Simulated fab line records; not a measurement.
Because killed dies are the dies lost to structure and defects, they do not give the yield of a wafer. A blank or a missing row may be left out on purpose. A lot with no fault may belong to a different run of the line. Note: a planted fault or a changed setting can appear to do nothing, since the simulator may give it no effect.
Lot-split experiment :: flow n5_finfet :: 21 wafers read from 7 lots, route of 1938 steps

SPLIT DETAILS
At N5_HKMG_FIN_COAT_06 (resist thk 90 nm), the setting spin_rpm was moved away from the recipe's 1500 rpm on 6 of the 21 wafers read, by -9.7% to +5.5%. This setting was run at the recipe's value on the other wafers.

FROM THE SPLIT TO THE READING: what the file shows between them, 5 steps
- N5_HKMG_FIN_EXPOSE_09: exposes mask NWFM (also split here: dose_mj)
- N5_HKMG_FIN_PEB_10: peb time 60 s
- N5_HKMG_FIN_DEVELOP_11: develop time 30 s
- N5_HKMG_FIN_CD_MEAS_12: target cd 92.8 nm
- N5_HKMG_FIN_DESCUM_17: chemistry O2, time 7.9 s

THE READING
CAR-ArF_of_HKMG_FIN_COAT_06.thk_nm (the simulator's own value, which no gauge read), in nm, at N5_HKMG_FIN_ETCH_31 (etches SiARC in CF4, target depth 45.5 nm, time 75.8 s). The file gives no usual value for it. The 15 wafers here that ran the recipe average 50.9 nm, standard deviation 0.24 nm.

wafer: L076.1
tool, chamber at the split: litho_track-01, 0
spin_rpm as run, rpm: 1500
against the recipe: recipe
CAR-ArF_of_HKMG_FIN_COAT_06.thk_nm, nm: 51.2
against lot-mates on the recipe: -

wafer: L076.4
tool, chamber at the split: litho_track-01, 0
spin_rpm as run, rpm: 1500
against the recipe: recipe
CAR-ArF_of_HKMG_FIN_COAT_06.thk_nm, nm: 51.2
against lot-mates on the recipe: -

wafer: L076.6
tool, chamber at the split: litho_track-01, 0
spin_rpm as run, rpm: 1568
against the recipe: +4.5%
CAR-ArF_of_HKMG_FIN_COAT_06.thk_nm, nm: 49
against lot-mates on the recipe: -2.2

wafer: L081.1
tool, chamber at the split: litho_track-01, 0
spin_rpm as run, rpm: 1355
against the recipe: -9.7%
CAR-ArF_of_HKMG_FIN_COAT_06.thk_nm, nm: 55.4
against lot-mates on the recipe: +4.8

wafer: L081.2
tool, chamber at the split: litho_track-01, 0
spin_rpm as run, rpm: 1355
against the recipe: -9.7%
CAR-ArF_of_HKMG_FIN_COAT_06.thk_nm, nm: 55.8
against lot-mates on the recipe: +5.2

wafer: L081.3
tool, chamber at the split: litho_track-01, 0
spin_rpm as run, rpm: 1500
against the recipe: recipe
CAR-ArF_of_HKMG_FIN_COAT_06.thk_nm, nm: 50.6
against lot-mates on the recipe: -

wafer: L083.1
tool, chamber at the split: litho_track-02, 0
spin_rpm as run, rpm: 1500
against the recipe: recipe
CAR-ArF_of_HKMG_FIN_COAT_06.thk_nm, nm: 51
against lot-mates on the recipe: -

wafer: L083.4
tool, chamber at the split: litho_track-02, 0
spin_rpm as run, rpm: 1560
against the recipe: +4.0%
CAR-ArF_of_HKMG_FIN_COAT_06.thk_nm, nm: 49.4
against lot-mates on the recipe: -1.6

wafer: L083.5
tool, chamber at the split: litho_track-02, 0
spin_rpm as run, rpm: 1560
against the recipe: +4.0%
CAR-ArF_of_HKMG_FIN_COAT_06.thk_nm, nm: 49.2
against lot-mates on the recipe: -1.8

wafer: L088.1
tool, chamber at the split: litho_track-05, 0
spin_rpm as run, rpm: 1500
against the recipe: recipe
CAR-ArF_of_HKMG_FIN_COAT_06.thk_nm, nm: 51
against lot-mates on the recipe: -

wafer: L088.2
tool, chamber at the split: litho_track-05, 0
spin_rpm as run, rpm: 1500
against the recipe: recipe
CAR-ArF_of_HKMG_FIN_COAT_06.thk_nm, nm: 51.2
against lot-mates on the recipe: -

wafer: L088.3
tool, chamber at the split: litho_track-05, 0
spin_rpm as run, rpm: 1500
against the recipe: recipe
CAR-ArF_of_HKMG_FIN_COAT_06.thk_nm, nm: 50.8
against lot-mates on the recipe: -

wafer: L089.3
tool, chamber at the split: litho_track-05, 0
spin_rpm as run, rpm: 1500
against the recipe: recipe
CAR-ArF_of_HKMG_FIN_COAT_06.thk_nm, nm: 50.8
against lot-mates on the recipe: -

wafer: L089.4
tool, chamber at the split: litho_track-05, 0
spin_rpm as run, rpm: 1500
against the recipe: recipe
CAR-ArF_of_HKMG_FIN_COAT_06.thk_nm, nm: 50.8
against lot-mates on the recipe: -

wafer: L089.6
tool, chamber at the split: litho_track-05, 0
spin_rpm as run, rpm: 1583
against the recipe: +5.5%
CAR-ArF_of_HKMG_FIN_COAT_06.thk_nm, nm: 48.4
against lot-mates on the recipe: -2.4

wafer: L096.1
tool, chamber at the split: litho_track-01, 0
spin_rpm as run, rpm: 1500
against the recipe: recipe
CAR-ArF_of_HKMG_FIN_COAT_06.thk_nm, nm: 51
against lot-mates on the recipe: -

wafer: L096.6
tool, chamber at the split: litho_track-01, 0
spin_rpm as run, rpm: 1500
against the recipe: recipe
CAR-ArF_of_HKMG_FIN_COAT_06.thk_nm, nm: 51
against lot-mates on the recipe: -

wafer: L096.4
tool, chamber at the split: litho_track-01, 0
spin_rpm as run, rpm: 1500
against the recipe: recipe
CAR-ArF_of_HKMG_FIN_COAT_06.thk_nm, nm: 50.8
against lot-mates on the recipe: -

wafer: L097.3
tool, chamber at the split: litho_track-01, 0
spin_rpm as run, rpm: 1500
against the recipe: recipe
CAR-ArF_of_HKMG_FIN_COAT_06.thk_nm, nm: 50.6
against lot-mates on the recipe: -

wafer: L097.4
tool, chamber at the split: litho_track-01, 0
spin_rpm as run, rpm: 1500
against the recipe: recipe
CAR-ArF_of_HKMG_FIN_COAT_06.thk_nm, nm: 50.6
against lot-mates on the recipe: -

wafer: L097.6
tool, chamber at the split: litho_track-01, 0
spin_rpm as run, rpm: 1500
against the recipe: recipe
CAR-ArF_of_HKMG_FIN_COAT_06.thk_nm, nm: 50.4
against lot-mates on the recipe: -

THE FIT
A straight line over all 21 wafers: CAR-ArF_of_HKMG_FIN_COAT_06.thk_nm changes by -0.467 nm for each +1% of spin_rpm; r = -0.99; the points scatter about the line by 0.25 nm.
The same after taking each lot's own level away (the mean of its wafers on the recipe; 21 wafers): -0.494 nm for each +1%; r = -1.00; scatter 0.16 nm.
On that fit, the largest move of spin_rpm shifts the reading by 4.8 nm.
Measured against the standard deviation above, the lots' own levels, which go from 50.53 to 51.20 nm, span 2.8 times it.
The two slopes are in agreement: the lot-to-lot level therefore moves the slope only a little.
Check: +4.87 nm against its lot-mates is what the line predicts for one of the wafers moved furthest among these (-9.7%) when that wafer is left out of the fit. Against them it came out at +4.8 nm.

THE OTHER SPLITS THESE WAFERS WENT THROUGH
These wafers also went through other splits before the reading. Each is held against what the fit with the lots' levels taken away leaves over:
other split on the same wafers: N5_SD_EPI_P_PEB_07 peb_time_s
wafers away from the commonest value: 3
r with CAR-ArF_of_HKMG_FIN_COAT_06.thk_nm (lot level and that fit taken away): -0.14

other split on the same wafers: N5_HKMG_FIN_COAT_42 spin_rpm
wafers away from the commonest value: 3
r with CAR-ArF_of_HKMG_FIN_COAT_06.thk_nm (lot level and that fit taken away): +0.06

other split on the same wafers: N5_HKMG_FIN_COAT_43 spin_rpm
wafers away from the commonest value: 5
r with CAR-ArF_of_HKMG_FIN_COAT_06.thk_nm (lot level and that fit taken away): +0.11

other split on the same wafers: N5_HKMG_FIN_EXPOSE_09 dose_mj
wafers away from the commonest value: 11
r with CAR-ArF_of_HKMG_FIN_COAT_06.thk_nm (lot level and that fit taken away): +0.25

THE WHOLE CHAIN: every reading that the file lists as answering this split, in the file's order
step: N5_HKMG_FIN_COAT_06
what it does: resist thk 90 nm
reading: CAR-ArF_of_HKMG_FIN_COAT_06.thk_nm (the simulator's own value, which no gauge read)
change (the file's fit): -0.475 nm for each +1% of the setting
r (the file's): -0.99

step: N5_HKMG_FIN_DEVELOP_11
what it does: develop time 30 s
reading: CAR-ArF_of_HKMG_FIN_COAT_06.thk_nm (the simulator's own value, which no gauge read)
change (the file's fit): -0.499 nm for each +1% of the setting
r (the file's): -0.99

step: N5_HKMG_FIN_ETCH_31
what it does: etches SiARC in CF4, target depth 45.5 nm, time 75.8 s
reading: CAR-ArF_of_HKMG_FIN_COAT_06.thk_nm (the simulator's own value, which no gauge read)
change (the file's fit): -0.488 nm for each +1% of the setting
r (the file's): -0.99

FILE'S OWN FIT
CAR-ArF_of_HKMG_FIN_COAT_06.thk_nm changes by -0.488 nm for each +1% of spin_rpm, r = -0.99.
